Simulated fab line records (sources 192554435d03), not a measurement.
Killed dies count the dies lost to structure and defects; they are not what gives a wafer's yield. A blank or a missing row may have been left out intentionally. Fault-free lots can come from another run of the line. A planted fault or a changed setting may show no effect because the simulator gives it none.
fab line records	flow n5-finfet	part 1 of 2: steps 1 to 4 of 6
[record] lots = 23	wafers = 69	last-day = 18
route steps=1938 shown BEOL_M12@1615 BEOL_M13@1670
lots that met no fault: taken from a fault-free run of the same line
start-h: start of the lot's first displayed wafer, in hours after the record's first day	wait-h: hours from the lot's prior step to this one	" the same as in the row above	L1.1+2: several wafers, shown together as one row	- value missing, or start not given	* or withheld: withheld	< > ~ a bound
route shown NAME@n: names a module that has steps shown in the file, with the first one's number in the route	usual: mean/standard deviation taken from wafers without a fault	same: alike in all rows	chamber/n: place in a boat	sites: per-site readings	_std_site: the standard deviation of these	_edge_site: mean of outer sites minus mean of inner sites	radius-mm: how far each site lies from the wafer's centre	mask NAME#n: copy n	behind: the most recent tool/chamber to have shaped the wafer	hold: why the lot was held/for how many hours/how that ended	device: transistor that didn't switch, given as n, p or np	end of line: tests run on the same wafers once the route is complete	step lacking rows: just its recipe	killed: dies lost to structure and defects at the first sort, not the wafer's yield	map: per-die view of a wafer (x killed, . not killed, _ where there is no die)
set.NAME: the run value of the setting; set.NAME@STEP: its run value at that earlier step	model.NAME: the simulator's own value behind a step, which no gauge read
a sample of lots followed through the steps of the route, with each step as a table and each wafer as a row
services: a tool's chamber out of use, with start hour (start-h, from the record's first day; less than 0 if before it), hours out, and reason
[[steps]]
[step N5_BEOL_M12_DESCUM_15]
[recipe] chemistry = O2	time-s = 7.9	source-power-w = 50	bias-power-w = 20	pressure-mtorr = 20	rf-frequency-hz = 2.712e+07	temp-c = 40	o2-flow-sccm = 225
[usual] drypump-motor-current-A = 5.7/0.39	oes-product-au = 0.83/0.088	rf-vpp-V = 243.1/1.6	showerhead-plenum-p-Torr = 2.08/0.095	throttle-valve-pct = 20.25/0.21
lot.wafer	tool	chamber	start-h	wait-h	drypump-motor-current-A	oes-product-au	rf-hours-counter-h	rf-vpp-V	showerhead-plenum-p-Torr	throttle-valve-pct
L074.3	rie-diel-04	0	218.23	0.0	5.6	0.87	67	245.1	2.22	20.49
L074.5	"	3	"	"	6.0	0.91	-	242.1	2.04	19.97
L074.6	"	2	"	"	5.3	0.66	-	244.1	2.03	20.57
L076.1	rie-diel-05	2	228.94	0.0	5.5	0.73	191	239.6	1.90	20.30
L076.4	"	3	"	"	5.5	0.89	34	243.4	2.01	20.30
L076.6	"	3	"	"	5.5	0.89	-	243.2	2.01	20.31
L075.2	rie-diel-02	1	235.13	0.2	5.9	0.90	32	244.5	2.17	20.34
L075.5	"	2	"	"	5.6	0.97	-	242.6	2.04	20.11
L075.6	"	1	"	"	5.9	0.90	-	244.1	2.17	20.34
L077.2	rie-diel-02	3	241.75	0.0	6.6	0.68	231	243.4	2.07	20.27
L077.3	"	0	"	"	6.1	0.66	238	242.8	1.99	20.44
L077.4	"	2	"	"	5.5	0.96	6	242.4	2.04	20.14
L078.3	rie-diel-05	3	255.62	0.0	5.5	0.87	43	241.3	2.01	20.32
L078.4	"	1	"	"	6.1	0.74	185	243.7	2.16	20.49
L078.6	"	0	"	"	5.1	0.90	-	243.5	2.13	19.88
L079.1	rie-diel-02	1	260.14	0.0	6.0	0.88	40	244.5	2.17	20.35
L079.4	"	3	"	"	6.5	0.66	236	242.9	2.07	20.27
L079.6	"	1	"	"	6.0	0.87	-	244.9	2.17	20.34
L081.2	rie-diel-04	2	264.46	0.0	5.3	0.95	5	242.9	2.03	20.15
L081.4	"	0	"	"	5.6	0.82	86	246.5	2.21	20.52
L081.6	"	0	"	"	5.6	0.82	-	245.3	2.21	20.53
L080.1	rie-diel-05	0	275.04	0.0	5.1	0.89	42	244.4	2.13	19.88
L080.2	"	1	"	"	6.2	0.73	191	243.2	2.16	20.52
L080.3	"	2	"	"	5.4	0.73	206	239.7	1.89	20.30
L082.2	rie-diel-05	3	275.77	0.2	5.6	0.86	50	241.5	2.01	20.33
L082.3	"	0	"	"	5.1	0.89	42	244.7	2.13	19.89
L082.6	"	0	"	"	5.1	0.89	-	243.4	2.13	19.87
L083.1	rie-diel-02	2	284.84	0.0	5.6	0.91	20	242.3	2.04	20.15
L083.3	"	3	"	"	6.6	0.66	245	240.8	2.06	20.29
L083.6	"	2	"	"	5.6	0.90	-	242.1	2.04	20.17
L084.1	rie-diel-05	2	290.39	0.4	5.5	0.72	211	241.2	1.89	20.30
L084.2	"	1	"	"	6.1	0.73	196	245.2	2.15	20.51
L084.5	"	3	"	"	5.6	0.87	-	242.5	2.01	20.34
L086.2	rie-diel-04	2	296.38	0.4	5.3	0.92	17	241.0	2.03	20.17
L086.4	"	1	"	"	5.5	0.67	245	244.9	2.16	20.36
L086.6	"	1	"	"	5.5	0.67	-	243.1	2.16	20.34
L088.1	rie-diel-02	2	306.10	0.5	5.6	0.89	33	241.6	2.03	20.19
L088.2	"	0	"	"	6.1	0.94	9	245.7	2.25	20.08
L088.3	"	1	"	"	5.9	0.84	62	243.1	2.16	20.37
L087.1	rie-diel-05	3	306.38	0.4	5.5	0.86	55	242.3	2.01	20.34
L087.2	"	2	"	"	5.4	0.72	212	239.8	1.89	20.33
L087.3	"	0	"	"	5.1	0.88	47	242.8	2.13	19.90
L085.4	rie-diel-05	0	306.65	0.3	5.1	0.88	47	244.1	2.13	19.89
L085.5	"	3	"	"	5.5	0.85	-	241.8	2.01	20.33
L085.6	"	0	"	"	5.1	0.87	-	243.1	2.13	19.88
L089.1	rie-diel-02	2	316.63	0.0	5.6	0.86	37	242.4	2.03	20.18
L089.3	"	1	"	"	5.9	0.83	67	243.2	2.16	20.38
L089.4	"	3	"	"	6.6	1.00	1	243.2	2.06	19.95
L091.3	rie-diel-04	1	333.39	0.4	5.4	0.93	5	244.2	2.16	20.04
L091.4	"	1	"	"	5.5	0.94	-	245.2	2.16	20.04
L091.6	"	2	"	"	5.3	0.89	-	243.4	2.02	20.19
L090.2	rie-diel-05	3	344.07	0.1	5.5	0.84	67	242.9	2.00	20.34
L090.3	"	2	"	"	5.4	0.72	224	240.6	1.89	20.34
L090.5	"	2	"	"	5.4	0.71	-	238.8	1.89	20.32
L092.2	rie-diel-04	3	350.85	0.0	6.1	0.84	75	242.1	2.02	20.06
L092.4	"	2	"	"	5.3	0.87	41	242.2	2.02	20.21
L092.6	"	1	"	"	5.5	0.91	-	243.0	2.16	20.06
L094.1	rie-diel-04	1	366.27	0.6	5.4	0.90	19	244.0	2.15	20.07
L094.2	"	3	"	"	6.1	0.84	76	241.3	2.02	20.04
L094.3	"	0	"	"	5.6	0.78	130	244.7	2.20	20.58
L095.3	rie-diel-02	1	370.61	0.0	5.9	0.81	86	245.1	2.15	20.41
L095.5	"	0	"	"	6.1	0.88	-	243.5	2.24	20.11
L095.6	"	3	"	"	6.6	0.92	-	242.1	2.05	19.98
L096.2	rie-diel-04	3	370.94	0.0	6.1	0.84	77	241.4	2.02	20.05
L096.3	"	0	"	"	5.6	0.78	131	245.7	2.20	20.57
L096.5	"	1	"	"	5.5	0.89	-	242.1	2.15	20.07
L097.2	rie-diel-05	3	377.58	0.0	5.6	0.83	77	241.6	2.00	20.37
L097.4	"	2	"	"	5.5	0.70	234	240.4	1.88	20.34
L097.5	"	0	"	"	5.1	0.85	-	243.6	2.12	19.93
[step N5_BEOL_M12_ETCH_68]
[recipe] chemistry = N2/H2	target = SOC	mask-material = SiARC	source-w = 3000	bias-w = 350	temp-c = 40	time-s = 285	ion-energy-ev = 200	pressure-mtorr = 30	n2-flow-sccm = 200	h2-flow-sccm = 200
[usual] drypump-motor-current-A = 5.7/0.37	oes-product-au = 0.83/0.086	rf-vpp-V = 524/3.1	showerhead-plenum-p-Torr = 2.54/0.11	throttle-valve-pct = 17.69/0.26
lot.wafer	tool	chamber	start-h	wait-h	drypump-motor-current-A	oes-product-au	rf-hours-counter-h	rf-vpp-V	showerhead-plenum-p-Torr	throttle-valve-pct
L074.3	rie-diel-04	0	219.31	0.1	5.6	0.85	68	530	2.71	17.89
L074.5	"	3	"	"	6.1	0.92	-	522	2.47	17.22
L074.6	"	2	"	"	5.3	0.68	-	522	2.52	18.33
L076.1	rie-diel-04	0	230.15	0.1	5.6	0.84	72	527	2.71	17.86
L076.4	"	2	"	"	5.3	0.67	-	522	2.52	18.33
L076.6	"	0	"	"	5.6	0.84	-	527	2.71	17.87
L075.2	rie-diel-05	0	237.19	0.1	5.1	0.90	30	525	2.61	17.34
L075.5	"	2	"	"	5.4	0.72	-	517	2.32	17.67
L075.6	"	3	"	"	5.6	0.88	-	522	2.49	18.01
L077.2	rie-diel-02	1	242.96	0.1	5.9	0.88	36	524	2.61	17.63
L077.3	"	2	"	"	5.6	0.94	6	524	2.51	17.65
L077.4	"	3	"	"	6.6	0.67	231	524	2.52	17.78
L078.3	rie-diel-05	0	256.72	0.1	5.1	0.88	37	524	2.61	17.35
L078.4	"	1	"	"	6.1	0.74	185	527	2.63	17.85
L078.6	"	2	"	"	5.5	0.72	-	517	2.31	17.71
L079.1	rie-diel-02	1	261.65	0.1	5.9	0.88	41	524	2.61	17.63
L079.4	"	2	"	"	5.6	0.93	11	524	2.51	17.66
L079.6	"	2	"	"	5.6	0.93	-	523	2.51	17.66
L081.2	rie-diel-04	3	265.56	0.1	6.1	0.88	48	524	2.46	17.27
L081.4	"	0	"	"	5.6	0.82	87	527	2.70	17.91
L081.6	"	0	"	"	5.6	0.82	-	528	2.70	17.90
L080.1	rie-diel-05	0	276.38	0.1	5.1	0.87	43	526	2.60	17.35
L080.2	"	2	"	"	5.4	0.71	207	517	2.31	17.72
L080.3	"	1	"	"	6.2	0.73	192	527	2.62	17.87
L082.2	rie-diel-02	3	277.13	0.1	6.5	0.67	242	523	2.51	17.81
L082.3	"	1	"	"	5.9	0.87	47	524	2.60	17.63
L082.6	"	0	"	"	6.1	0.65	-	519	2.41	17.78
L083.1	rie-diel-05	3	286.02	0.1	5.5	0.88	53	522	2.48	18.03
L083.3	"	1	"	"	6.1	0.73	195	528	2.62	17.85
L083.6	"	3	"	"	5.6	0.87	-	522	2.48	18.03
L084.1	rie-diel-04	0	292.21	0.1	5.6	0.80	96	528	2.70	17.92
L084.2	"	3	"	"	6.0	0.86	57	522	2.46	17.30
L084.5	"	3	"	"	6.0	0.86	-	521	2.46	17.29
L086.2	rie-diel-02	1	298.25	0.1	5.9	0.85	57	524	2.60	17.66
L086.4	"	0	"	"	6.2	0.96	-	528	2.73	17.34
L086.6	"	1	"	"	5.9	0.86	-	524	2.60	17.66
L088.1	rie-diel-02	0	307.19	0.1	6.1	0.94	10	529	2.72	17.34
L088.2	"	1	"	"	5.9	0.84	63	525	2.60	17.68
L088.3	"	2	"	"	5.6	0.89	33	524	2.50	17.70
L087.1	rie-diel-05	1	307.60	0.1	6.2	0.74	197	527	2.62	17.85
L087.2	"	2	"	"	5.4	0.72	212	518	2.31	17.72
L087.3	"	0	"	"	5.1	0.86	48	525	2.60	17.35
L085.4	rie-diel-02	1	308.00	0.1	5.9	0.84	-	525	2.60	17.67
L085.5	"	2	"	"	5.6	0.88	-	522	2.50	17.71
L085.6	"	0	"	"	6.1	0.93	-	529	2.72	17.34
L089.1	rie-diel-05	3	317.72	0.1	5.6	0.86	58	523	2.48	18.06
L089.3	"	0	"	"	5.1	0.87	51	526	2.60	17.36
L089.4	"	1	"	"	6.1	0.73	201	526	2.62	17.85
L091.3	rie-diel-02	1	334.48	0.1	5.9	0.82	73	524	2.59	17.68
L091.4	"	0	"	"	6.2	0.91	20	529	2.72	17.36
L091.6	"	3	"	"	6.6	0.95	-	523	2.51	17.43
L090.2	rie-diel-02	1	345.29	0.1	5.9	0.82	77	524	2.59	17.68
L090.3	"	0	"	"	6.2	0.90	23	529	2.72	17.35
L090.5	"	1	"	"	5.9	0.82	-	526	2.59	17.67
L092.2	rie-diel-02	0	352.06	0.1	6.1	0.91	25	529	2.72	17.37
L092.4	"	1	"	"	5.9	0.82	79	525	2.59	17.70
L092.6	"	2	"	"	5.6	0.85	-	522	2.50	17.72
L094.1	rie-diel-04	1	367.49	0.1	5.5	0.90	20	525	2.60	17.33
L094.2	"	0	"	"	5.6	0.78	130	528	2.68	17.99
L094.3	"	2	"	"	5.3	0.87	49	522	2.50	17.94
L095.3	rie-diel-04	3	371.70	0.1	6.1	0.84	78	521	2.45	17.33
L095.5	"	0	"	"	5.6	0.77	-	527	2.68	17.97
L095.6	"	3	"	"	6.0	0.84	-	521	2.45	17.32
L096.2	rie-diel-02	3	372.16	0.1	6.5	0.92	20	523	2.50	17.45
L096.3	"	1	"	"	6.0	0.81	86	523	2.59	17.70
L096.5	"	2	"	"	5.6	0.84	-	522	2.49	17.75
L097.2	rie-diel-04	0	378.77	0.1	5.6	0.77	134	529	2.68	17.99
L097.4	"	2	"	"	5.3	0.86	54	522	2.50	17.97
L097.5	"	1	"	"	5.5	0.90	-	525	2.60	17.36
[step N5_BEOL_M12_TRENCH_ETCH_34]
[recipe] chemistry = C4F8/O2/Ar	target = SiOC	target-depth-a = 3189.5	mask-material = SOC	pressure-mtorr = 30	source-w = 3000	bias-w = 700	Ar_flow_sccm = 400	C4F8_flow_sccm = 15	O2_flow_sccm = 8	he-inner-torr = 15	he-outer-torr = 30	time-s = 125.5	ion-energy-ev = 250
[usual] drypump-motor-current-A = 5.7/0.37	he-outer-torr = 30.00/0.068	mfc-ar-sccm = 400.1/1.2	oes-product-au = 0.83/0.086	rf-vpp-V = 665/3.8	showerhead-plenum-p-Torr = 3.41/0.13	throttle-valve-pct = 24.05/0.23
lot.wafer	tool	chamber	start-h	wait-h	drypump-motor-current-A	he-outer-torr	mfc-ar-sccm	oes-product-au	rf-hours-counter-h	rf-vpp-V	showerhead-plenum-p-Torr	throttle-valve-pct
L074.3	rie-diel-04	0	219.50	0.0	5.6	30.00	397.8	0.84	68	670	3.59	24.16
L074.5	"	3	"	"	6.1	29.99	399.7	0.91	-	664	3.36	23.86
L074.6	"	2	"	"	5.3	29.93	399.8	0.67	-	663	3.36	24.43
L076.1	rie-diel-04	0	230.34	0.0	5.6	29.97	402.0	0.84	72	670	3.58	24.18
L076.4	"	2	"	"	5.3	30.07	399.7	0.67	-	664	3.36	24.44
L076.6	"	0	"	"	5.6	29.89	400.7	0.84	-	671	3.58	24.16
L075.2	rie-diel-05	0	237.38	0.0	5.1	30.06	400.4	0.89	31	669	3.51	23.85
L075.5	"	2	"	"	5.5	30.06	401.3	0.72	-	656	3.11	23.99
L075.6	"	3	"	"	5.5	30.02	399.6	0.88	-	662	3.38	24.55
L077.2	rie-diel-02	1	243.15	0.0	5.9	29.85	400.0	0.87	36	667	3.46	23.76
L077.3	"	2	"	"	5.6	29.98	402.8	0.95	6	664	3.35	23.99
L077.4	"	3	"	"	6.6	30.21	398.6	0.67	231	664	3.40	24.12
L078.3	rie-diel-05	0	256.90	0.0	5.1	30.08	399.4	0.88	37	667	3.51	23.85
L078.4	"	1	"	"	6.2	29.92	401.4	0.74	185	669	3.51	24.23
L078.6	"	2	"	"	5.5	29.98	402.4	0.73	-	657	3.11	23.99
L079.1	rie-diel-02	1	261.83	0.0	5.9	29.99	401.5	0.88	41	666	3.45	23.75
L079.4	"	2	"	"	5.6	29.95	398.6	0.94	12	663	3.35	23.99
L079.6	"	2	"	"	5.6	30.04	396.8	0.92	-	663	3.35	24.00
L081.2	rie-diel-04	3	265.74	0.0	6.1	30.06	399.6	0.89	48	663	3.35	23.88
L081.4	"	0	"	"	5.6	29.97	401.0	0.82	87	671	3.58	24.18
L081.6	"	0	"	"	5.6	29.93	400.3	0.81	-	671	3.58	24.17
L080.1	rie-diel-05	0	276.57	0.0	5.2	29.98	401.4	0.88	43	667	3.51	23.86
L080.2	"	2	"	"	5.4	30.01	399.4	0.71	207	658	3.11	24.00
L080.3	"	1	"	"	6.2	29.99	399.6	0.73	192	668	3.51	24.27
L082.2	rie-diel-02	3	277.31	0.0	6.5	29.99	400.8	0.66	242	664	3.40	24.13
L082.3	"	1	"	"	6.0	30.06	400.9	0.86	47	666	3.45	23.78
L082.6	"	0	"	"	6.1	29.90	398.9	0.65	-	660	3.26	24.16
L083.1	rie-diel-05	3	286.20	0.0	5.5	29.95	401.7	0.86	53	664	3.37	24.59
L083.3	"	1	"	"	6.1	29.94	400.3	0.73	195	669	3.51	24.24
L083.6	"	3	"	"	5.5	29.93	398.6	0.87	-	663	3.37	24.58
L084.1	rie-diel-04	0	292.39	0.0	5.6	30.03	401.2	0.81	96	671	3.57	24.20
L084.2	"	3	"	"	6.0	30.04	399.6	0.87	57	662	3.34	23.90
L084.5	"	3	"	"	6.0	29.94	396.2	0.87	-	664	3.34	23.88
L086.2	rie-diel-02	1	298.43	0.0	5.9	29.93	399.1	0.85	58	667	3.44	23.80
L086.4	"	0	"	"	6.1	29.93	397.7	0.95	-	670	3.66	23.84
L086.6	"	1	"	"	5.9	30.00	399.2	0.85	-	666	3.44	23.79
L088.1	rie-diel-02	0	307.37	0.0	6.1	30.02	401.0	0.94	10	672	3.65	23.86
L088.2	"	1	"	"	5.9	29.97	403.0	0.85	63	667	3.44	23.80
L088.3	"	2	"	"	5.6	30.00	399.6	0.89	34	663	3.34	24.04
L087.1	rie-diel-05	1	307.78	0.0	6.1	30.09	399.5	0.72	197	670	3.51	24.24
L087.2	"	2	"	"	5.5	30.04	399.4	0.71	213	657	3.10	24.01
L087.3	"	0	"	"	5.1	29.92	400.0	0.86	48	666	3.50	23.87
L085.4	rie-diel-02	1	308.15	0.1	6.0	29.94	399.6	0.84	-	668	3.44	23.79
L085.5	"	2	"	"	5.6	29.98	399.4	0.87	-	664	3.34	24.02
L085.6	"	0	"	"	6.1	29.94	399.4	0.92	-	672	3.65	23.85
L089.1	rie-diel-05	3	317.90	0.0	5.5	30.20	399.3	0.86	59	665	3.37	24.60
L089.3	"	0	"	"	5.2	30.14	400.1	0.86	51	667	3.50	23.86
L089.4	"	1	"	"	6.2	29.92	399.6	0.72	201	669	3.51	24.26
L091.3	rie-diel-02	1	334.66	0.0	5.9	30.01	401.6	0.83	73	666	3.43	23.83
L091.4	"	0	"	"	6.2	29.90	397.6	0.92	20	670	3.65	23.86
L091.6	"	3	"	"	6.6	29.85	400.7	0.96	-	665	3.39	23.88
L090.2	rie-diel-02	1	345.47	0.0	5.9	30.09	399.7	0.83	77	667	3.43	23.80
L090.3	"	0	"	"	6.1	30.02	398.3	0.90	23	673	3.65	23.86
L090.5	"	1	"	"	5.9	29.99	399.8	0.82	-	666	3.43	23.81
L092.2	rie-diel-02	0	352.25	0.0	6.1	29.96	401.0	0.91	25	672	3.65	23.88
L092.4	"	1	"	"	5.9	30.02	399.0	0.83	79	667	3.43	23.80
L092.6	"	2	"	"	5.6	29.91	401.2	0.85	-	664	3.33	24.05
L094.1	rie-diel-04	1	367.67	0.0	5.5	30.00	399.7	0.90	20	668	3.50	23.78
L094.2	"	0	"	"	5.6	30.08	400.5	0.77	130	670	3.55	24.23
L094.3	"	2	"	"	5.3	29.99	399.5	0.86	49	664	3.33	24.15
L095.3	rie-diel-04	3	371.88	0.0	6.0	30.00	401.1	0.84	78	662	3.33	23.93
L095.5	"	0	"	"	5.6	30.04	398.6	0.78	-	669	3.55	24.24
L095.6	"	3	"	"	6.1	29.95	400.5	0.84	-	661	3.33	23.93
L096.2	rie-diel-02	3	372.34	0.0	6.6	30.03	399.6	0.92	20	664	3.38	23.88
L096.3	"	1	"	"	5.9	30.16	400.5	0.80	87	668	3.43	23.82
L096.5	"	2	"	"	5.6	30.11	399.7	0.83	-	663	3.33	24.04
L097.2	rie-diel-04	0	378.96	0.0	5.6	29.93	401.6	0.76	134	669	3.55	24.24
L097.4	"	2	"	"	5.3	30.01	399.9	0.86	54	663	3.33	24.16
L097.5	"	1	"	"	5.4	29.94	400.5	0.90	-	667	3.49	23.78
[step N5_BEOL_M13_OVL_MEAS_11]
[recipe] points-per-wafer = 44
[usual] V12_OVL = 0/4.2
lot.wafer	tool	chamber	start-h	wait-h	V12_OVL[nm]
L074.3	overlay-01	0	226.33	0.0	5
L074.5	"	0	"	"	-2
L074.6	"	0	"	"	4
L076.1	overlay-02	0	233.23	0.0	-2
L076.4	"	0	"	"	5
L076.6	"	0	"	"	0
L075.2	overlay-02	0	240.74	0.0	-7
L075.5	"	0	"	"	-1
L075.6	"	0	"	"	-2
L077.2	overlay-02	0	249.47	0.0	4
L077.3	"	0	"	"	-1
L077.4	"	0	"	"	1
L078.3	overlay-01	0	264.70	0.0	1
L078.4	"	0	"	"	-5
L078.6	"	0	"	"	0
L079.1	overlay-01	0	264.87	0.0	5
L079.4	"	0	"	"	7
L079.6	"	0	"	"	0
L081.2	overlay-01	0	269.29	0.0	-3
L081.4	"	0	"	"	-5
L081.6	"	0	"	"	-2
L080.1	overlay-01	0	282.31	0.0	-4
L080.2	"	0	"	"	-6
L080.3	"	0	"	"	-6
L082.2	overlay-02	0	282.47	0.0	2
L082.3	"	0	"	"	4
L082.6	"	0	"	"	2
L083.1	overlay-02	0	290.09	0.0	6
L083.3	"	0	"	"	6
L083.6	"	0	"	"	-1
L084.1	overlay-02	0	296.60	0.0	-1
L084.2	"	0	"	"	1
L084.5	"	0	"	"	-2
L086.2	overlay-02	0	303.00	0.0	2
L086.4	"	0	"	"	4
L086.6	"	0	"	"	2
L088.1	overlay-01	0	312.14	0.0	1
L088.2	"	0	"	"	4
L088.3	"	0	"	"	7
L087.1	overlay-01	0	314.33	0.0	0
L087.2	"	0	"	"	-2
L087.3	"	0	"	"	-8
L085.4	overlay-01	0	316.31	0.0	3
L085.5	"	0	"	"	1
L085.6	"	0	"	"	-1
L089.1	overlay-01	0	325.42	0.0	-1
L089.3	"	0	"	"	1
L089.4	"	0	"	"	-6
L091.3	overlay-02	0	340.47	0.0	-8
L091.4	"	0	"	"	-2
L091.6	"	0	"	"	-3
L090.2	overlay-01	0	350.60	0.0	0
L090.3	"	0	"	"	8
L090.5	"	0	"	"	1
L092.2	overlay-02	0	357.04	0.0	-2
L092.4	"	0	"	"	-2
L092.6	"	0	"	"	1
L094.1	overlay-01	0	371.43	0.0	1
L094.2	"	0	"	"	-1
L094.3	"	0	"	"	2
L095.3	overlay-02	0	376.42	0.0	-7
L095.5	"	0	"	"	-5
L095.6	"	0	"	"	-2
L096.2	overlay-01	0	376.46	0.0	-4
L096.3	"	0	"	"	-2
L096.5	"	0	"	"	-9
L097.2	overlay-02	0	382.50	0.0	8
L097.4	"	0	"	"	11
L097.5	"	0	"	"	8
